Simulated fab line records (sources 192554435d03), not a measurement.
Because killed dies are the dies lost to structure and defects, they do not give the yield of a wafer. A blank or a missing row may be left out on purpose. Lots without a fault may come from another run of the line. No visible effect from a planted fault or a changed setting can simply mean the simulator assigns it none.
fab line records	flow n5Finfet
record: lots: 8	wafers: 23	lastDay: 17
route steps=1938 shown SDB@359 DUMMY_REMOVAL@377 HKMG_FIN@386 BEOL_M4@1111 PASSIVATION@1936
lots with no fault: from the same line, run without faults
startH: hours from the record's opening day to when the first of the lot's shown wafers began	waitH: hours from the lot's prior step to this one	" same as the row above	L1.1+2: one row covering several wafers at once	- no value, or no start given	* or withheld: withheld	< > ~ a bound
route shown NAME@n: NAME is a module with steps in the file, n the number in the route of the first one	usual: mean/standard deviation of fault-free wafers	same: alike in all rows	chamber/n: place in a boat	sites: readings site by site	_std_site: standard deviation of those values	_edge_site: the outer-site mean with the inner-site mean subtracted	radiusMm: for every site, how far away it sits from the centre of the wafer	mask NAME#n: copy n	behind: the last tool/chamber to shape the wafer	hold: cause of the lot's hold/its duration in hours/its outcome	device: transistor that didn't switch, given as n, p or np	end of line: tests of these same wafers at the route's end	a step with no rows: only its recipe	killed: dies that structure and defects cost at the first sort, which is not the same as the wafer's yield	map: per-die view of a wafer (x killed, . not killed, _ where there is no die)
set.NAME: the setting the step ran with; set.NAME@STEP: the setting that earlier step ran with	model.NAME: the simulator's own value behind a step, which no gauge read
steps of the route over a sample of lots; a table a step, a row a wafer
services: a tool's chamber out of use, with start hour (startH, from the record's first day; less than 0 if before it), hours out, and reason
== steps ==
step: N5_SDB_DESCUM_16
recipe: chemistry: O2	timeS: 7.9	sourcePowerW: 50	biasPowerW: 20	pressureMtorr: 20	rfFrequencyHz: 2.712e+07	tempC: 40	resist: CAR-ArF	o2FlowSccm: 225
usual: drypumpMotorCurrentA: 5.6/0.46	oesProductAu: 0.77/0.066	rfFwdPowerW: 49.36/0.28	rfVppV: 243.6/1.3	showerheadPlenumPTorr: 2.13/0.059	throttleValvePct: 20.38/0.2
lot.wafer	tool	chamber	startH	waitH	drypumpMotorCurrentA	oesProductAu	rfFwdPowerW	rfHoursCounterH	rfVppV	showerheadPlenumPTorr	throttleValvePct
L527.1	rieDiel-03	2	89.56	0.2	5.2	0.78	49.42	137	244.2	2.10	20.19
L527.3	"	1	"	"	5.4	0.79	49.51	110	243.2	2.11	20.11
L527.6	"	2	"	"	5.2	0.79	49.64	-	242.8	2.10	20.18
L529.1	rieDiel-01	2	101.92	0.0	4.8	0.75	49.26	151	242.6	2.02	20.57
L529.2	"	1	"	"	5.1	0.71	49.18	208	245.1	2.18	20.52
L529.4	"	3	"	"	6.2	0.90	50.04	15	244.4	2.21	20.03
L534.2	rieDiel-03	0	135.31	0.0	5.3	0.82	49.44	90	245.9	2.21	20.17
L534.3	"	1	"	"	5.4	0.77	49.62	125	243.4	2.10	20.13
L539.1	rieDiel-04	0	161.29	0.0	6.1	0.74	49.55	165	242.4	2.10	20.76
L539.3	"	1	"	"	6.0	0.85	48.94	38	242.7	2.13	20.57
L539.5	"	0	"	"	6.1	0.74	49.53	-	242.5	2.10	20.74
L540.2	rieDiel-04	2	169.60	0.0	6.0	0.69	49.48	238	242.2	2.07	20.36
L540.3	"	0	"	"	6.1	0.74	49.86	168	244.1	2.10	20.77
L540.4	"	1	"	"	6.0	0.85	48.64	39	242.7	2.13	20.58
L541.1	rieDiel-01	3	173.60	0.0	6.1	0.84	49.57	41	244.8	2.20	20.10
L541.2	"	0	"	"	5.8	0.77	49.50	158	243.3	2.10	20.39
L541.5	"	0	"	"	5.9	0.77	49.30	-	242.8	2.10	20.39
L544.1	rieDiel-01	2	191.45	0.0	4.8	0.72	48.93	181	242.6	2.01	20.62
L544.3	"	1	"	"	5.1	0.69	48.92	242	243.8	2.17	20.56
L544.4	"	0	"	"	5.8	0.77	49.35	163	242.3	2.10	20.41
L545.1	rieDiel-01	2	198.90	0.1	4.8	0.72	49.62	185	240.3	2.01	20.61
L545.2	"	0	"	"	5.8	0.76	49.29	167	244.6	2.10	20.40
L545.3	"	1	"	"	5.1	0.68	49.10	246	244.2	2.17	20.57
step: N5_DUMMY_REMOVAL_HM_STRIP_01
recipe: chemistry: CH3F/O2	material: SiNx	targetDepthA: 40	stopOn: poly-Si	timeS: 6.8	overEtchFrac: 0.3	ionEnergyEv: 60	powerW: 410	biasW: 29	Ar_flow_sccm: 150	CH3F_flow_sccm: 30	O2_flow_sccm: 20
usual: drypumpMotorCurrentA: 5.6/0.5	oesProductAu: 0.62/0.057	rfVppV: 127.6/1.1	showerheadPlenumPTorr: 2.02/0.087	throttleValvePct: 16.41/0.26
lot.wafer	tool	chamber	startH	waitH	drypumpMotorCurrentA	oesProductAu	rfHoursCounterH	rfVppV	showerheadPlenumPTorr	throttleValvePct
L527.1	rieDiel-02	0	93.70	0.1	5.2	0.62	123	128.3	2.08	16.61
L527.3	"	3	"	"	5.5	0.62	121	128.8	2.09	16.45
L527.6	"	3	"	"	5.5	0.63	-	129.4	2.09	16.48
L529.1	rieDiel-06	2	105.81	0.0	5.9	0.56	220	126.9	1.96	16.56
L529.2	"	3	"	"	6.5	0.62	135	127.9	2.08	16.10
L529.4	"	1	"	"	6.6	0.74	15	129.1	2.12	15.88
L534.2	rieDiel-05	3	139.39	0.0	5.6	0.60	152	128.9	2.09	16.16
L534.3	"	2	"	"	5.0	0.60	178	127.2	2.08	16.76
L539.1	rieDiel-06	2	165.40	0.1	5.9	0.55	238	127.2	1.96	16.60
L539.3	"	1	"	"	6.6	0.70	32	128.8	2.11	15.92
L539.5	"	0	"	"	5.1	0.61	-	128.2	1.91	16.35
L540.2	rieDiel-05	0	173.49	0.0	6.2	0.58	218	126.7	1.89	16.55
L540.3	"	3	"	"	5.6	0.59	164	128.3	2.09	16.18
L540.4	"	2	"	"	5.0	0.59	191	127.0	2.08	16.78
L541.1	rieDiel-02	2	177.63	0.2	5.0	0.78	5	127.6	2.15	16.03
L541.2	"	0	"	"	5.2	0.60	156	128.2	2.07	16.65
L541.5	"	2	"	"	5.0	0.78	-	129.0	2.15	16.05
L544.1	rieDiel-06	0	196.36	0.0	5.1	0.60	159	126.1	1.91	16.37
L544.3	"	2	"	"	5.9	0.55	247	126.7	1.96	16.61
L544.4	"	1	"	"	6.6	0.70	41	127.9	2.11	15.95
L545.1	rieDiel-06	3	202.78	0.0	6.5	0.60	161	129.4	2.07	16.14
L545.2	"	2	"	"	5.9	0.54	249	127.0	1.95	16.63
L545.3	"	0	"	"	5.1	0.61	161	127.0	1.91	16.40
step: N5_HKMG_FIN_HK_ALD_01
recipe: material: HfO2	targetThkA: 16	tempC: withheld	aldPrecursorFamily: HfCl4	aldCoReactant: H2O	pulseTimeS: 3	purgeTimeS: 3	coReactantPurgeTimeS: 2.5	coReactantPulseTimeS: 0.3	aldCycles: 30
usual: aldCycles: 30/0	precursorPulseHeightRel: 1.001/0.021
same: coReactantPurgeTimeS: 2.5
lot.wafer	tool	chamber	startH	waitH	aldCycles	precursorPulseHeightRel	sinceWetCleanH
L527.1	aldHk-02	3	94.25	0.0	30	1.049	1870
L527.3	"	1	"	"	30	1.001	1870
L527.6	"	0	"	"	30	1.006	-
L529.1	aldHk-02	2	106.36	0.0	30	0.995	1882
L529.2	"	0	"	"	14	0.995	1882
L529.4	"	3	"	"	30	0.982	1882
L534.2	aldHk-02	1	139.95	0.0	14	1.037	1916
L534.3	"	2	"	"	30	0.997	1916
L539.1	aldHk-01	0	165.99	0.0	30	1.030	1046
L539.3	"	1	"	"	30	0.984	1046
L539.5	"	2	"	"	30	1.009	-
L540.2	aldHk-01	2	174.07	0.0	30	0.996	1054
L540.3	"	3	"	"	30	1.005	1054
L540.4	"	1	"	"	30	0.984	1054
L541.1	aldHk-01	0	178.21	0.0	30	1.038	1058
L541.2	"	2	"	"	30	1.005	1058
L541.5	"	2	"	"	30	0.996	-
L544.1	aldHk-02	3	197.06	0.1	30	1.000	1973
L544.3	"	0	"	"	30	0.999	1973
L544.4	"	1	"	"	30	1.023	1973
L545.1	aldHk-02	0	203.40	0.1	30	1.031	1979
L545.2	"	2	"	"	30	1.018	1979
L545.3	"	1	"	"	30	0.993	1979
step: N5_HKMG_FIN_DESCUM_53
recipe: chemistry: O2	timeS: 7.9	sourcePowerW: 50	biasPowerW: 20	pressureMtorr: 20	rfFrequencyHz: 2.712e+07	tempC: 40	resist: CAR-ArF	o2FlowSccm: 225
usual: drypumpMotorCurrentA: 5.6/0.45	oesProductAu: 0.76/0.063	rfFwdPowerW: 49.35/0.26	rfVppV: 243.5/1.1	showerheadPlenumPTorr: 2.13/0.056	throttleValvePct: 20.40/0.2
lot.wafer	tool	chamber	startH	waitH	drypumpMotorCurrentA	oesProductAu	rfFwdPowerW	rfHoursCounterH	rfVppV	showerheadPlenumPTorr	throttleValvePct
L527.1	rieDiel-03	1	95.54	0.1	5.4	0.78	49.37	112	244.8	2.10	20.13
L527.3	"	2	"	"	5.2	0.79	49.44	139	243.1	2.10	20.18
L527.6	"	1	"	"	5.4	0.78	49.32	-	243.3	2.10	20.14
L529.1	rieDiel-04	3	107.60	0.2	5.9	0.74	49.15	182	244.2	2.18	20.41
L529.2	"	1	"	"	6.0	0.90	49.08	18	243.7	2.14	20.50
L529.4	"	0	"	"	6.0	0.76	49.79	144	242.4	2.11	20.73
L534.2	rieDiel-01	3	141.48	0.5	6.2	0.86	49.63	30	245.6	2.20	20.08
L534.3	"	2	"	"	4.8	0.73	49.44	164	242.1	2.01	20.60
L539.1	rieDiel-03	0	166.92	0.0	5.3	0.80	49.36	100	243.6	2.21	20.19
L539.3	"	3	"	"	5.9	0.67	49.02	246	244.4	2.17	20.56
L539.5	"	1	"	"	5.4	0.77	49.62	-	242.9	2.10	20.15
L540.2	rieDiel-04	2	174.97	0.0	6.1	0.69	49.36	239	242.1	2.07	20.37
L540.3	"	1	"	"	6.0	0.85	48.89	40	245.3	2.13	20.55
L540.4	"	0	"	"	6.1	0.74	49.63	170	243.0	2.10	20.77
L541.1	rieDiel-04	0	179.50	0.3	6.1	0.74	49.77	172	242.4	2.10	20.78
L541.2	"	2	"	"	6.1	0.69	49.64	240	242.7	2.07	20.38
L541.5	"	3	"	"	5.9	0.71	49.02	-	244.3	2.17	20.45
L544.1	rieDiel-04	2	198.43	0.0	6.1	0.69	49.53	246	242.7	2.07	20.38
L544.3	"	0	"	"	6.1	0.74	49.67	177	243.1	2.10	20.78
L544.4	"	3	"	"	5.9	0.71	49.22	213	244.3	2.17	20.45
L545.1	rieDiel-04	2	204.63	0.0	6.0	0.69	49.69	248	242.3	2.07	20.38
L545.2	"	0	"	"	6.1	0.74	49.43	179	243.0	2.10	20.79
L545.3	"	3	"	"	5.9	0.71	49.35	215	243.9	2.17	20.47
step: N5_HKMG_FIN_THK_MEAS_70
recipe: thkMeasGauge: xrf	reads: HfO2_of_HKMG_FIN_HK_ALD_01
usual: HK_THK: 1.601/0.019
lot.wafer	tool	chamber	startH	waitH	HK_THK[nm]
L527.1	filmMetro-02	-	97.96	0.2	1.568
L527.3	"	-	"	"	1.589
L527.6	"	-	"	"	1.563
L529.1	filmMetro-02	-	110.08	0.2	1.615
L529.2	"	-	"	"	0.769
L529.4	"	-	"	"	1.568
L534.2	filmMetro-02	-	143.89	0.2	0.764
L534.3	"	-	"	"	1.574
L539.1	filmMetro-02	-	169.41	0.2	1.621
L539.3	"	-	"	"	1.596
L539.5	"	-	"	"	1.614
L540.2	filmMetro-02	-	177.38	0.2	1.621
L540.3	"	-	"	"	1.626
L540.4	"	-	"	"	1.598
L541.1	filmMetro-02	-	181.91	0.2	1.590
L541.2	"	-	"	"	1.611
L541.5	"	-	"	"	1.600
L544.1	filmMetro-01	-	200.96	0.2	1.594
L544.3	"	-	"	"	1.593
L544.4	"	-	"	"	1.580
L545.1	filmMetro-02	-	207.04	0.2	1.613
L545.2	"	-	"	"	1.621
L545.3	"	-	"	"	1.592
step: N5_BEOL_M4_RC_MEAS_101
usual: DIBL_N: 36.2/1.7	DIBL_P: 36.2/2.2	EOT_N: 10.54/0.092	EOT_P: 10.50/0.095	IGATE_N: 0.0120/0.0018	IGATE_P: 0.0036/0.00054	IOFF_N: 0.16/0.035	IOFF_P: 0.21/0.042	ION_N: 673/13	ION_P: 462/7.9	SS_N: 71.4/0.59	SS_P: 73.2/0.7	VT_N: 250/3.6	VT_P: -251/3.5
lot.wafer	tool	chamber	startH	waitH	DIBL_N[mV/V]	DIBL_P[mV/V]	EOT_N	EOT_P	IGATE_N[nA/um]	IGATE_P[nA/um]	IOFF_N[nA/um]	IOFF_P[nA/um]	ION_N[uA/um]	ION_P[uA/um]	SS_N[mV/dec]	SS_P[mV/dec]	VT_N[mV]	VT_P[mV]
L527.1	prober-02	0	178.17	0.0	35.5	34.9	10.49	10.31	0.0146	0.0044	0.14	0.19	667	464	70.9	73.4	251	-251
L527.3	"	0	"	"	34.1	33.8	10.42	10.39	0.0139	0.0042	0.12	0.18	673	467	70.8	72.8	250	-254
L527.6	"	0	"	"	36.4	35.9	10.50	10.40	0.0141	0.0043	0.17	0.21	689	467	71.2	72.6	247	-250
L529.1	prober-01	0	196.32	0.0	35.6	38.0	10.53	10.47	0.0120	0.0037	0.17	0.21	681	456	71.0	72.9	252	-250
L529.2	"	0	"	"	30.9	31.7	8.86	8.80	3.7155	1.1479	0.10	0.13	687	469	71.0	72.1	254	-257
L529.4	"	0	"	"	38.1	39.9	10.69	10.62	0.0093	0.0029	0.20	0.23	681	458	71.8	74.0	249	-251
L534.2	prober-01	0	240.28	0.2	29.9	28.0	8.89	8.95	3.7767	1.0922	0.08	0.11	680	465	69.8	70.8	255	-257
L534.3	"	0	"	"	35.7	35.6	10.53	10.42	0.0130	0.0038	0.14	0.21	661	459	70.5	73.2	249	-251
L539.1	prober-02	0	253.65	0.0	34.7	33.5	10.56	10.49	0.0112	0.0034	0.11	0.16	652	449	70.9	72.8	255	-254
L539.3	"	0	"	"	32.8	31.6	10.56	10.57	0.0099	0.0029	0.10	0.13	648	441	70.4	72.4	258	-256
L539.5	"	0	"	"	34.0	32.5	10.59	10.53	0.0118	0.0035	0.11	0.15	664	447	70.9	72.4	254	-256
L540.2	prober-02	0	277.09	0.2	36.2	35.5	10.53	10.56	0.0105	0.0032	0.16	0.21	670	465	71.2	73.1	251	-249
L540.3	"	0	"	"	35.4	35.1	10.63	10.67	0.0097	0.0029	0.16	0.21	677	468	71.6	73.0	249	-249
L540.4	"	0	"	"	36.9	37.5	10.62	10.52	0.0125	0.0037	0.17	0.24	676	462	72.2	73.1	249	-249
L541.1	prober-02	0	281.11	0.0	32.5	32.9	10.49	10.45	0.0114	0.0035	0.10	0.15	654	455	71.2	72.3	256	-254
L541.2	"	0	"	"	32.4	31.6	10.52	10.54	0.0117	0.0036	0.10	0.14	648	446	70.5	72.4	256	-255
L541.5	"	0	"	"	32.2	30.7	10.46	10.41	0.0136	0.0041	0.09	0.13	648	446	70.4	72.3	258	-258
L544.1	prober-01	0	302.20	0.0	37.8	37.2	10.57	10.70	0.0101	0.0031	0.16	0.25	669	459	71.8	73.6	247	-247
L544.3	"	0	"	"	36.2	34.0	10.52	10.59	0.0110	0.0034	0.12	0.19	673	462	71.5	72.6	255	-251
L544.4	"	0	"	"	37.1	34.9	10.66	10.49	0.0126	0.0038	0.15	0.21	675	470	70.9	72.3	249	-249
L545.1	prober-02	0	303.62	0.0	37.0	36.1	10.43	10.47	0.0141	0.0043	0.16	0.21	668	459	71.3	72.9	251	-250
L545.2	"	0	"	"	34.4	33.8	10.39	10.35	0.0141	0.0043	0.12	0.17	666	457	71.0	71.9	255	-253
L545.3	"	0	"	"	37.7	37.8	10.44	10.50	0.0136	0.0042	0.18	0.24	678	459	71.8	73.3	247	-249
step: N5_PASSIVATION_PROBE_49
usual: defectLimitedYield: 91.4/1.4	killed_at_M0_to_M3: 31/10	killed_at_M4_up: 14/5.6	killedAtContacts: 13/6.3	killedAtFrontEnd: 39/10	killedAtOther: 4/3.1	killedDies: 101/16	killedOpen: 65/13	killedShort: 34/7.2	sort_bin_4_leakage: 0.00/0.007	sort_bin_5_function: 5.1/0.88	sort_bin_6_memory: 3.2/0.66	sort_bin_8_speed: 0.00/0.007	sortNPass: 1079/16	sortYieldPct: 91.4/1.4
same: grossDies: 1180	killedAtBackSide: 0
lot.wafer	tool	chamber	startH	waitH	defectLimitedYield[%]	killed_at_M0_to_M3	killed_at_M4_up	killedAtContacts	killedAtFrontEnd	killedAtOther	killedDies	killedOpen	killedShort	sort_bin_4_leakage[%]	sort_bin_5_function[%]	sort_bin_6_memory[%]	sort_bin_8_speed[%]	sortNPass	sortYieldPct[%]
L529.1	prober-01	-	294.80	0.0	93.8	23	6	10	32	2	73	44	27	0	3.6	2.5	0	1107	93.8
L529.2	prober-01	-	294.85	0.1	91.5	37	13	14	34	2	100	74	26	91.53	5.3	3.0	0	0	0
L529.4	prober-01	-	294.95	0.2	93.1	31	9	4	34	3	81	51	29	0	3.6	2.9	0	1099	93.1
L534.2	prober-01	-	340.85	0.1	93.1	22	13	11	33	3	82	45	35	93.05	3.8	2.9	0	0	0
L534.3	prober-01	-	340.90	0.1	89.0	38	33	2	54	3	130	90	39	0	6.9	3.5	0	1050	89.0
killed by level:class
L529.1 FIN_SAQP:geometricParticle:open=8 MOL_CONTACT_COAG:geometricParticle:open=7 FIN_SAQP:geometricParticle:short=6 BEOL_M0_SAQP:geometricParticle:open=6 GATE_CUT:geometricParticle:short=4 BEOL_M1:geometricParticle:short=4 MOL_CONTACT_COAG:geometricParticle:short=3 BEOL_M2:geometricParticle:open=3
L529.2 BEOL_M3:geometricParticle:open=16 MOL_CONTACT_COAG:geometricParticle:open=13 FIN_SAQP:geometricParticle:short=7 BEOL_M0_SAQP:geometricParticle:short=6 STI_FIN_REVEAL:geometricParticle:open=5 BEOL_M2:geometricParticle:open=5 DUMMY_GATE:geometricParticle:open=4 BEOL_M0_SAQP:geometricParticle:open=4
L529.4 BEOL_M0_SAQP:geometricParticle:open=13 FIN_SAQP:geometricParticle:short=10 BEOL_M0_SAQP:geometricParticle:short=7 FIN_SAQP:geometricParticle:open=6 BEOL_M1:geometricParticle:open=5 BEOL_M8:geometricParticle:open=4 MOL_CONTACT_COAG:geometricParticle:open=3 BEOL_M7:geometricParticle:open=3
L534.2 FIN_SAQP:geometricParticle:short=9 MOL_CONTACT_COAG:geometricParticle:open=8 BEOL_M1:geometricParticle:open=7 BEOL_M4:geometricParticle:open=7 STARTING-WAFER:geometricParticle:short=6 DUMMY_GATE:geometricParticle:open=5 FIN_SAQP:geometricParticle:open=4 BEOL_M0_SAQP:geometricParticle:short=4
L534.3 BEOL_M4:geometricParticle:open=21 FIN_SAQP:geometricParticle:open=13 BEOL_M1:geometricParticle:open=12 FIN_SAQP:geometricParticle:short=11 GATE_CUT:geometricParticle:open=8 GATE_CUT:geometricParticle:short=6 BEOL_M0:geometricParticle:open=6 BEOL_M3:geometricParticle:open=6
== services ==
tool	chamber	startH	hours	kind
rieDiel-05	1	72.84	5.6	repair
rieDiel-02	2	106.52	6.9	repair
rieDiel-01	0	112.49	8.4	repair
rieDiel-02	1	113.58	17.4	repair
rieDiel-05	1	115.02	3.4	repair
rieDiel-02	2	118.32	7.8	repair
rieDiel-02	2	131.09	-	clean
rieDiel-02	2	131.09	-	consumableReplace:focusRing
rieDiel-02	2	131.09	-	consumableReplace:showerhead
rieDiel-02	2	131.09	30.9	scheduledDown
rieDiel-02	2	131.09	30.9	ventCycle
rieDiel-02	3	144.57	4.2	repair
rieDiel-03	-	150.21	4.3	pm
rieDiel-02	-	154.97	0.8	repair
rieDiel-05	0	160.21	8.9	repair
rieDiel-04	1	161.52	5.3	repair
aldHk-01	-	169.19	0.2	repair
rieDiel-02	1	171.41	-	clean
rieDiel-02	1	171.41	-	consumableReplace:focusRing
rieDiel-03	3	180.27	-	clean
rieDiel-03	3	180.27	-	consumableReplace:focusRing
rieDiel-03	3	180.27	28.1	scheduledDown
rieDiel-03	3	180.27	28.1	ventCycle
rieDiel-01	3	191.98	14.3	repair
== key ==
firstSign: step: N5_HKMG_FIN_HK_ALD_01	reading: aldCycles	direction: down	sigmas: 99+	usual: *	struck: *
effect: step: N5_HKMG_FIN_THK_MEAS_70	reading: HK_THK	direction: down	sigmas: 43	usual: 1.601	struck: 0.766
effect: step: N5_BEOL_M4_RC_MEAS_101	reading: IGATE_N	direction: up	sigmas: 99+	usual: 0.0120	struck: 3.7461
effect: step: N5_BEOL_M4_RC_MEAS_101	reading: IGATE_P	direction: up	sigmas: 99+	usual: 0.0036	struck: 1.1201
effect: step: N5_BEOL_M4_RC_MEAS_101	reading: EOT_N	direction: down	sigmas: 18	usual: 10.54	struck: 8.87
effect: step: N5_BEOL_M4_RC_MEAS_101	reading: EOT_P	direction: down	sigmas: 17	usual: 10.50	struck: 8.88
effect: step: N5_BEOL_M4_RC_MEAS_101	reading: DIBL_N	direction: down	sigmas: 3.3	usual: 36.2	struck: 30.4
effect: step: N5_PASSIVATION_PROBE_49	reading: sort_bin_4_leakage	direction: up	sigmas: 99+	usual: 0.00	struck: 92.29
metAt N5_HKMG_FIN_HK_ALD_01
struckLots L529,L534
struckWafers L529.2,L534.2
notActingAt N5_SDB_DESCUM_16,N5_DUMMY_REMOVAL_HM_STRIP_01,N5_HKMG_FIN_DESCUM_53
onsetBetween 94.25 106.36
fault: kind: processParameterDrift	tool: aldHk-02	chamber: -	onsetH: 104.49	steps: N5_HKMG_FIN_HK_ALD_01	channel: aldCycles	offset: *	shape: step	endH: 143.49	scope: struckWafersOnly	actsIn: *	stated: *
